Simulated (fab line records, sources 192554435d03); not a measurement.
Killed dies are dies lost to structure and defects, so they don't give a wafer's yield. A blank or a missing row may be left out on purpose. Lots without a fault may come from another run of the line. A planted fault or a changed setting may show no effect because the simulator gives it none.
Which tool did it? | flow n5_finfet | 24 lots, 72 wafers sampled, at 6 steps of a route of 1938

WHAT THE GAUGES READ, wafer by wafer
N5_HKMG_FIN_THK_MEAS_70: measures by xrf. Usual: HK_THK 1.623 nm, standard deviation 0.025.
lot  | measured    | on            | HK_THK (nm)       | flag
L074 | day 4 03:59 | film_metro-01 | 1.645 1.642 1.671 |
L075 | day 4 07:27 | film_metro-02 | 1.592 1.616 1.645 |
L076 | day 4 13:47 | film_metro-01 | 1.616 1.610 1.610 |
L077 | day 4 20:18 | film_metro-01 | 1.617 1.623 1.649 |
L078 | day 5 03:40 | film_metro-01 | 1.627 1.643 1.648 |
L079 | day 5 07:25 | film_metro-02 | 1.653 1.558 1.614 |
L080 | day 5 14:29 | film_metro-01 | 1.656 1.637 1.628 |
L081 | day 5 19:37 | film_metro-02 | 1.649 1.658 1.609 |
L082 | day 6 02:25 | film_metro-02 | 1.598 1.593 1.620 |
L083 | day 6 08:38 | film_metro-01 | 1.649 1.650 1.641 |
L084 | day 6 14:18 | film_metro-02 | 1.627 1.615 1.589 |
L085 | day 6 20:49 | film_metro-01 | 1.622 1.633 1.641 |
L086 | day 7 04:48 | film_metro-02 | 1.640 1.609 1.622 |
L087 | day 7 08:49 | film_metro-02 | 1.634 1.600 1.571 |
L088 | day 7 13:53 | film_metro-02 | 1.596 1.682 1.661 |
L089 | day 7 20:13 | film_metro-02 | 1.606 1.619 1.642 |
L090 | day 8 01:04 | film_metro-01 | 1.620 1.634 1.634 |
L091 | day 8 10:25 | film_metro-02 | 1.624 1.615 1.568 |
L092 | day 8 14:49 | film_metro-01 | 1.642 1.644 1.640 |
L093 | day 8 22:22 | film_metro-02 | 1.598 1.604 1.619 |
L094 | day 9 04:22 | film_metro-02 | 1.625 1.591 1.624 |
L095 | day 9 14:19 | film_metro-02 | 1.587 1.626 1.638 |
L096 | day 9 16:01 | film_metro-01 | 1.654 1.637 1.651 |
L097 | day 9 22:22 | film_metro-01 | 1.613 1.636 1.625 |

WHICH TOOL RAN EACH LOT (tool, then ch and the chambers of the sampled wafers, then the start)
lot  | N5_SDB_ALD_29                    | N5_DUMMY_REMOVAL_STRIP_10         | N5_HKMG_FIN_HK_ANNEAL_02        | N5_HKMG_FIN_ALD_75              | N5_HKMG_FIN_STRIP_93
L074 | ald_sin-02 ch 0,2,3, day 3 20:45 | rie_diel-04 ch 0,3, day 4 00:07   | rtp_anneal-01 ch 0, day 4 00:52 | ald_hk-01 ch 1,2,3, day 4 01:09 | rie_diel-03 ch 0,1,3, day 4 02:19
L075 | ald_sin-01 ch 1,2,3, day 4 00:22 | rie_diel-05 ch 0,1,3, day 4 03:29 | rtp_anneal-01 ch 0, day 4 04:12 | ald_hk-03 ch 0,1,3, day 4 04:29 | rie_diel-01 ch 1,2,3, day 4 05:46
L076 | ald_sin-01 ch 0,1,2, day 4 06:28 | rie_diel-06 ch 0,1,2, day 4 09:37 | rtp_anneal-02 ch 0, day 4 10:29 | ald_hk-01 ch 1,3, day 4 10:46   | rie_diel-01 ch 0,1,2, day 4 11:56
L077 | ald_sin-01 ch 0,1,2, day 4 13:13 | rie_diel-06 ch 1,2, day 4 16:20   | rtp_anneal-02 ch 0, day 4 17:05 | ald_hk-01 ch 0,2,3, day 4 17:20 | rie_diel-03 ch 0,1,2, day 4 18:37
L078 | ald_sin-02 ch 0,1,2, day 4 20:26 | rie_diel-05 ch 0,2,3, day 4 23:40 | rtp_anneal-01 ch 0, day 5 00:23 | ald_hk-03 ch 0,1,3, day 5 00:41 | rie_diel-02 ch 1,3, day 5 02:00
L079 | ald_sin-02 ch 1,2, day 5 00:07   | rie_diel-04 ch 0,1, day 5 03:14   | rtp_anneal-01 ch 0, day 5 03:59 | ald_hk-03 ch 0,3, day 5 04:16   | rie_diel-02 ch 0,1,3, day 5 05:44
L080 | ald_sin-01 ch 1,2,3, day 5 07:19 | rie_diel-04 ch 0,1,3, day 5 10:28 | rtp_anneal-02 ch 0, day 5 11:10 | ald_hk-03 ch 1,2,3, day 5 11:28 | rie_diel-03 ch 0,1,2, day 5 12:38
L081 | ald_sin-04 ch 0,2,3, day 5 14:00 | rie_diel-05 ch 0,1,3, day 5 15:46 | rtp_anneal-02 ch 0, day 5 16:34 | ald_hk-03 ch 1,2, day 5 16:46   | rie_diel-02 ch 0,1,3, day 5 17:58
L082 | ald_sin-01 ch 0,1,2, day 5 19:13 | rie_diel-06 ch 0,3, day 5 22:20   | rtp_anneal-02 ch 0, day 5 23:09 | ald_hk-01 ch 0,1,3, day 5 23:26 | rie_diel-01 ch 2,3, day 6 00:43
L083 | ald_sin-04 ch 1,2,3, day 6 01:32 | rie_diel-04 ch 1,2, day 6 04:40   | rtp_anneal-02 ch 0, day 6 05:25 | ald_hk-03 ch 0,1,3, day 6 05:41 | rie_diel-01 ch 0,1,2, day 6 06:58
L084 | ald_sin-02 ch 0,1,3, day 6 06:50 | rie_diel-04 ch 1,3, day 6 09:58   | rtp_anneal-01 ch 0, day 6 10:43 | ald_hk-01 ch 0,1,3, day 6 11:00 | rie_diel-03 ch 0,1,3, day 6 12:29
L085 | ald_sin-01 ch 2,3, day 6 13:49   | rie_diel-04 ch 1,2,3, day 6 16:56 | rtp_anneal-02 ch 0, day 6 17:41 | ald_hk-02 ch 1,3, day 6 17:58   | rie_diel-03 ch 0,2,3, day 6 19:08
L086 | ald_sin-04 ch 1,2,3, day 6 21:23 | rie_diel-04 ch 1, day 7 00:32     | rtp_anneal-01 ch 0, day 7 01:18 | ald_hk-02 ch 1,2, day 7 01:40   | rie_diel-03 ch 0,1,2, day 7 03:07
L087 | ald_sin-04 ch 0,1,2, day 7 01:34 | rie_diel-05 ch 0,1,3, day 7 04:44 | rtp_anneal-01 ch 0, day 7 05:35 | ald_hk-02 ch 1,2, day 7 05:52   | rie_diel-02 ch 0,1, day 7 07:09
L088 | ald_sin-04 ch 0,1,3, day 7 06:19 | rie_diel-05 ch 1,2, day 7 09:34   | rtp_anneal-01 ch 0, day 7 10:23 | ald_hk-03 ch 0,3, day 7 10:41   | rie_diel-02 ch 0,2,3, day 7 11:58
L089 | ald_sin-01 ch 0,2,3, day 7 13:13 | rie_diel-06 ch 0,1, day 7 16:20   | rtp_anneal-01 ch 0, day 7 17:05 | ald_hk-01 ch 0,1, day 7 17:22   | rie_diel-01 ch 1,3, day 7 18:32
L090 | ald_sin-02 ch 0,1,2, day 7 17:46 | rie_diel-04 ch 0,2, day 7 20:53   | rtp_anneal-01 ch 0, day 7 21:35 | ald_hk-01 ch 0,3, day 7 21:53   | rie_diel-03 ch 0,1,3, day 7 23:16
L091 | ald_sin-02 ch 0,1,2, day 8 03:08 | rie_diel-05 ch 0,1, day 8 06:16   | rtp_anneal-01 ch 0, day 8 06:58 | ald_hk-01 ch 2,3, day 8 07:16   | rie_diel-01 ch 0,2,3, day 8 08:32
L092 | ald_sin-01 ch 0,1,2, day 8 07:35 | rie_diel-06 ch 1,2,3, day 8 10:49 | rtp_anneal-02 ch 0, day 8 11:31 | ald_hk-02 ch 0,1,2, day 8 11:53 | rie_diel-03 ch 0,3, day 8 13:07
L093 | ald_sin-02 ch 1,2,3, day 8 15:23 | rie_diel-04 ch 0,3, day 8 18:30   | rtp_anneal-01 ch 0, day 8 19:14 | ald_hk-02 ch 1,3, day 8 19:30   | rie_diel-02 ch 0,2, day 8 20:40
L094 | ald_sin-02 ch 0,1,2, day 8 21:11 | rie_diel-05 ch 0,1,3, day 9 00:19 | rtp_anneal-02 ch 0, day 9 01:03 | ald_hk-02 ch 1,2, day 9 01:19   | rie_diel-02 ch 2,3, day 9 02:40
L095 | ald_sin-02 ch 0,1, day 9 07:14   | rie_diel-06 ch 0,2,3, day 9 10:22 | rtp_anneal-01 ch 0, day 9 11:10 | ald_hk-02 ch 0,1, day 9 11:24   | rie_diel-03 ch 1,3, day 9 12:38
L096 | ald_sin-01 ch 2,3, day 9 07:47   | rie_diel-05 ch 2,3, day 9 10:55   | rtp_anneal-01 ch 0, day 9 12:41 | ald_hk-02 ch 0,1,3, day 9 12:59 | rie_diel-03 ch 1,2,3, day 9 14:19
L097 | ald_sin-04 ch 0,1,2, day 9 15:17 | rie_diel-06 ch 0,1,3, day 9 18:24 | rtp_anneal-02 ch 0, day 9 19:12 | ald_hk-01 ch 0,2,3, day 9 19:24 | rie_diel-03 ch 1,2,3, day 9 20:35
- N5_SDB_ALD_29: deposits SiNx, target thk 30 nm, pulse time 1 s, ald cycles 600.
- N5_DUMMY_REMOVAL_STRIP_10: strips in N2/H2, time 40 s.
- N5_HKMG_FIN_HK_ANNEAL_02: time 30 s.
- N5_HKMG_FIN_ALD_75: deposits Al2O3, target thk 1 nm, co reactant pulse time 1 s.
- N5_HKMG_FIN_STRIP_93: strips SOC in N2/H2, time 20 s.

WHAT THE TOOLS THEMSELVES READ (means of the sampled wafers that have a number; where no wafer has one, the mark that the record gives instead)
N5_SDB_ALD_29. Usual: chamber_pressure_Torr 2.000 Torr, standard deviation 0.0042; heater_power_w 821 W, standard deviation 83; precursor_pulse_height_rel 1.000, standard deviation 0.02.
lot  | tool       | chamber_pressure_Torr (Torr) | heater_power_w (W) | precursor_pulse_height_rel | flag
L074 | ald_sin-02 | 2.005                        | 779                | 0.995                      |
L075 | ald_sin-01 | 1.999                        | 880                | 1.005                      |
L076 | ald_sin-01 | 2.003                        | 801                | 0.996                      |
L077 | ald_sin-01 | 2.003                        | 808                | 1.001                      |
L078 | ald_sin-02 | 1.996                        | 793                | 1.000                      |
L079 | ald_sin-02 | 1.997                        | 797                | 0.995                      |
L080 | ald_sin-01 | 2.000                        | 856                | 1.003                      |
L081 | ald_sin-04 | 2.005                        | 793                | 1.004                      |
L082 | ald_sin-01 | 1.998                        | 772                | 0.976                      |
L083 | ald_sin-04 | 1.999                        | 886                | 0.988                      |
L084 | ald_sin-02 | 2.001                        | 780                | 1.006                      |
L085 | ald_sin-01 | 1.996                        | 826                | 1.016                      |
L086 | ald_sin-04 | 1.997                        | 877                | 1.000                      |
L087 | ald_sin-04 | 1.997                        | 841                | 1.001                      |
L088 | ald_sin-04 | 1.997                        | 862                | 0.988                      |
L089 | ald_sin-01 | 1.997                        | 826                | 1.001                      |
L090 | ald_sin-02 | 2.001                        | 803                | 0.997                      |
L091 | ald_sin-02 | 2.003                        | 787                | 0.996                      |
L092 | ald_sin-01 | 1.997                        | 787                | 0.993                      |
L093 | ald_sin-02 | 2.002                        | 787                | 0.998                      |
L094 | ald_sin-02 | 1.998                        | 801                | 1.014                      |
L095 | ald_sin-02 | 2.003                        | 796                | 0.997                      |
L096 | ald_sin-01 | 2.001                        | 897                | 1.008                      |
L097 | ald_sin-04 | 1.995                        | 830                | 1.010                      |

N5_DUMMY_REMOVAL_STRIP_10. Usual: drypump_motor_current_A 5.4 A, standard deviation 0.43; oes_product_au 0.79 a.u., standard deviation 0.096; rf_vpp_V 45.2 V, standard deviation 0.8; showerhead_plenum_p_Torr 3.37 Torr, standard deviation 0.083; throttle_valve_pct 12.27 %, standard deviation 0.3.
lot  | tool        | drypump_motor_current_A (A) | oes_product_au (a.u.) | rf_vpp_V (V) | showerhead_plenum_p_Torr (Torr) | throttle_valve_pct (%) | flag
L074 | rie_diel-04 | 5.1                         | 0.69                  | 45.6         | 3.32                            | 12.37                  |
L075 | rie_diel-05 | 5.5                         | 0.78                  | 45.6         | 3.40                            | 12.19                  |
L076 | rie_diel-06 | 5.6                         | 0.74                  | 44.3         | 3.28                            | 12.54                  |
L077 | rie_diel-06 | 6.1                         | 0.72                  | 45.2         | 3.21                            | 12.45                  |
L078 | rie_diel-05 | 5.6                         | 0.79                  | 45.6         | 3.40                            | 12.20                  |
L079 | rie_diel-04 | 5.5                         | 0.73                  | 44.2         | 3.35                            | 12.55                  |
L080 | rie_diel-04 | 5.3                         | 0.70                  | 44.6         | 3.33                            | 12.49                  |
L081 | rie_diel-05 | 5.6                         | 0.77                  | 44.9         | 3.39                            | 12.21                  |
L082 | rie_diel-06 | 4.9                         | 0.77                  | 45.4         | 3.36                            | 12.48                  |
L083 | rie_diel-04 | 5.3                         | 0.80                  | 44.9         | 3.39                            | 12.34                  |
L084 | rie_diel-04 | 5.0                         | 0.68                  | 45.3         | 3.32                            | 12.31                  |
L085 | rie_diel-04 | 5.1                         | 0.77                  | 45.2         | 3.37                            | 12.27                  |
L086 | rie_diel-04 | 5.4                         | 0.72                  | 45.3         | 3.35                            | 12.48                  |
L087 | rie_diel-05 | 5.5                         | 0.77                  | 45.9         | 3.38                            | 12.24                  |
L088 | rie_diel-05 | 5.8                         | 0.84                  | 44.8         | 3.41                            | 12.03                  |
L089 | rie_diel-06 | 5.9                         | 0.84                  | 45.8         | 3.50                            | 12.21                  |
L090 | rie_diel-04 | 5.5                         | 0.94                  | 44.6         | 3.37                            | 12.14                  |
L091 | rie_diel-05 | 5.6                         | 0.80                  | 45.8         | 3.36                            | 12.17                  |
L092 | rie_diel-06 | 5.6                         | 0.85                  | 45.6         | 3.38                            | 12.07                  |
L093 | rie_diel-04 | 5.1                         | 0.97                  | 45.6         | 3.31                            | 11.78                  |
L094 | rie_diel-05 | 5.6                         | 0.75                  | 44.7         | 3.38                            | 12.28                  |
L095 | rie_diel-06 | 5.2                         | 0.77                  | 45.5         | 3.31                            | 12.39                  |
L096 | rie_diel-05 | 5.8                         | 0.77                  | 45.6         | 3.43                            | 12.14                  |
L097 | rie_diel-06 | 5.4                         | 0.81                  | 45.6         | 3.41                            | 12.23                  |

N5_HKMG_FIN_HK_ANNEAL_02. Usual: lamp_power_pct 8.80 %, standard deviation 0.055; wafer_temp_C_max 702.8, standard deviation 0.64.
lot  | tool          | lamp_power_pct (%) | wafer_temp_C_max | flag
L074 | rtp_anneal-01 | 8.84               | 702.4            |
L075 | rtp_anneal-01 | 8.84               | 702.7            |
L076 | rtp_anneal-02 | 8.83               | 702.4            |
L077 | rtp_anneal-02 | 8.83               | 703.3            |
L078 | rtp_anneal-01 | 8.78               | 702.8            |
L079 | rtp_anneal-01 | 8.89               | 702.7            |
L080 | rtp_anneal-02 | 8.77               | 703.9            |
L081 | rtp_anneal-02 | 8.80               | 703.4            |
L082 | rtp_anneal-02 | 8.80               | 703.3            |
L083 | rtp_anneal-02 | 8.83               | 702.8            |
L084 | rtp_anneal-01 | 8.79               | 703.5            |
L085 | rtp_anneal-02 | 8.79               | 702.5            |
L086 | rtp_anneal-01 | 8.87               | 702.4            |
L087 | rtp_anneal-01 | 8.82               | 702.2            |
L088 | rtp_anneal-01 | 8.83               | 702.5            |
L089 | rtp_anneal-01 | 8.85               | 702.8            |
L090 | rtp_anneal-01 | 8.81               | 702.9            |
L091 | rtp_anneal-01 | 8.85               | 703.3            |
L092 | rtp_anneal-02 | 8.79               | 703.1            |
L093 | rtp_anneal-01 | 8.82               | 702.5            |
L094 | rtp_anneal-02 | 8.81               | 702.9            |
L095 | rtp_anneal-01 | 8.81               | 702.8            |
L096 | rtp_anneal-01 | 8.81               | 702.4            |
L097 | rtp_anneal-02 | 8.78               | 702.5            |

N5_HKMG_FIN_ALD_75. Usual: heater_power_w 152 W, standard deviation 16; precursor_pulse_height_rel 0.999, standard deviation 0.02.
lot  | tool      | heater_power_w (W) | precursor_pulse_height_rel | flag
L074 | ald_hk-01 | 138                | 0.989                      |
L075 | ald_hk-03 | 149                | 1.017                      |
L076 | ald_hk-01 | 140                | 1.006                      |
L077 | ald_hk-01 | 140                | 1.016                      |
L078 | ald_hk-03 | 147                | 1.010                      |
L079 | ald_hk-03 | 135                | 0.996                      |
L080 | ald_hk-03 | 153                | 0.997                      |
L081 | ald_hk-03 | 165                | 0.995                      |
L082 | ald_hk-01 | 140                | 1.002                      |
L083 | ald_hk-03 | 146                | 0.984                      |
L084 | ald_hk-01 | 139                | 0.996                      |
L085 | ald_hk-02 | 175                | 0.991                      |
L086 | ald_hk-02 | 156                | 1.002                      |
L087 | ald_hk-02 | 165                | 0.996                      |
L088 | ald_hk-03 | 135                | 1.013                      |
L089 | ald_hk-01 | 145                | 1.005                      |
L090 | ald_hk-01 | 141                | 0.989                      |
L091 | ald_hk-01 | 128                | 0.986                      |
L092 | ald_hk-02 | 161                | 1.004                      |
L093 | ald_hk-02 | 171                | 1.011                      |
L094 | ald_hk-02 | 157                | 1.002                      |
L095 | ald_hk-02 | 165                | 1.002                      |
L096 | ald_hk-02 | 168                | 1.010                      |
L097 | ald_hk-01 | 139                | 1.002                      |

N5_HKMG_FIN_STRIP_93. Usual: drypump_motor_current_A 5.7 A, standard deviation 0.42; oes_product_au 0.78 a.u., standard deviation 0.098; rf_vpp_V 54.1 V, standard deviation 0.89; showerhead_plenum_p_Torr 3.33 Torr, standard deviation 0.11; throttle_valve_pct 19.0 %, standard deviation 0.39.
lot  | tool        | drypump_motor_current_A (A) | oes_product_au (a.u.) | rf_vpp_V (V) | showerhead_plenum_p_Torr (Torr) | throttle_valve_pct (%) | flag
L074 | rie_diel-03 | 5.9                         | 0.77                  | 54.3         | 3.31                            | 19.1                   |
L075 | rie_diel-01 | 5.7                         | 0.83                  | 53.9         | 3.38                            | 18.9                   |
L076 | rie_diel-01 | 5.7                         | 0.81                  | 54.3         | 3.38                            | 18.6                   |
L077 | rie_diel-03 | 5.7                         | 0.72                  | 53.8         | 3.29                            | 18.9                   |
L078 | rie_diel-02 | 6.1                         | 0.75                  | 53.4         | 3.27                            | 19.0                   |
L079 | rie_diel-02 | 5.8                         | 0.76                  | 54.2         | 3.28                            | 19.1                   |
L080 | rie_diel-03 | 5.7                         | 0.72                  | 54.5         | 3.28                            | 18.9                   |
L081 | rie_diel-02 | 5.8                         | 0.75                  | 54.1         | 3.28                            | 19.2                   |
L082 | rie_diel-01 | 5.3                         | 0.88                  | 54.5         | 3.34                            | 18.8                   |
L083 | rie_diel-01 | 5.7                         | 0.79                  | 54.2         | 3.38                            | 18.6                   |
L084 | rie_diel-03 | 5.9                         | 0.74                  | 53.4         | 3.30                            | 19.1                   |
L085 | rie_diel-03 | 5.7                         | 0.76                  | 54.1         | 3.31                            | 18.8                   |
L086 | rie_diel-03 | 5.7                         | 0.70                  | 53.7         | 3.28                            | 18.9                   |
L087 | rie_diel-02 | 5.6                         | 0.68                  | 52.4         | 3.19                            | 19.1                   |
L088 | rie_diel-02 | 5.6                         | 0.84                  | 54.5         | 3.40                            | 19.3                   |
L089 | rie_diel-01 | 5.9                         | 0.72                  | 54.6         | 3.43                            | 19.4                   |
L090 | rie_diel-03 | 5.9                         | 0.73                  | 53.4         | 3.30                            | 19.1                   |
L091 | rie_diel-01 | 5.6                         | 0.77                  | 54.4         | 3.40                            | 18.9                   |
L092 | rie_diel-03 | 5.6                         | 0.72                  | 53.8         | 3.26                            | 19.2                   |
L093 | rie_diel-02 | 5.2                         | 0.84                  | 55.1         | 3.45                            | 19.4                   |
L094 | rie_diel-02 | 6.0                         | 0.86                  | 55.1         | 3.47                            | 19.2                   |
L095 | rie_diel-03 | 6.1                         | 0.92                  | 53.2         | 3.32                            | 18.8                   |
L096 | rie_diel-03 | 5.9                         | 0.84                  | 54.3         | 3.34                            | 18.7                   |
L097 | rie_diel-03 | 5.9                         | 0.83                  | 54.3         | 3.33                            | 18.7                   |

THE ANSWER, worked out from the rows above alone
Rule: a lot is off if the mean of its wafers that have a number lies more than 3 standard deviations from the usual mean. A lot without any number at a reading at which 4 lots or more have one is off too. The other lots that the step has rows for count as sound. The gauges are gone through in route order, then the tools' own readings, and for those a lot's mean is taken as printed above. The first step at which some lot is off is used, and at that step the reading that is off furthest; a lot without a number counts as furthest.
No lot is off at any reading shown: from this, nothing can be told.

WHAT THE SIMULATOR HAD PUT IN
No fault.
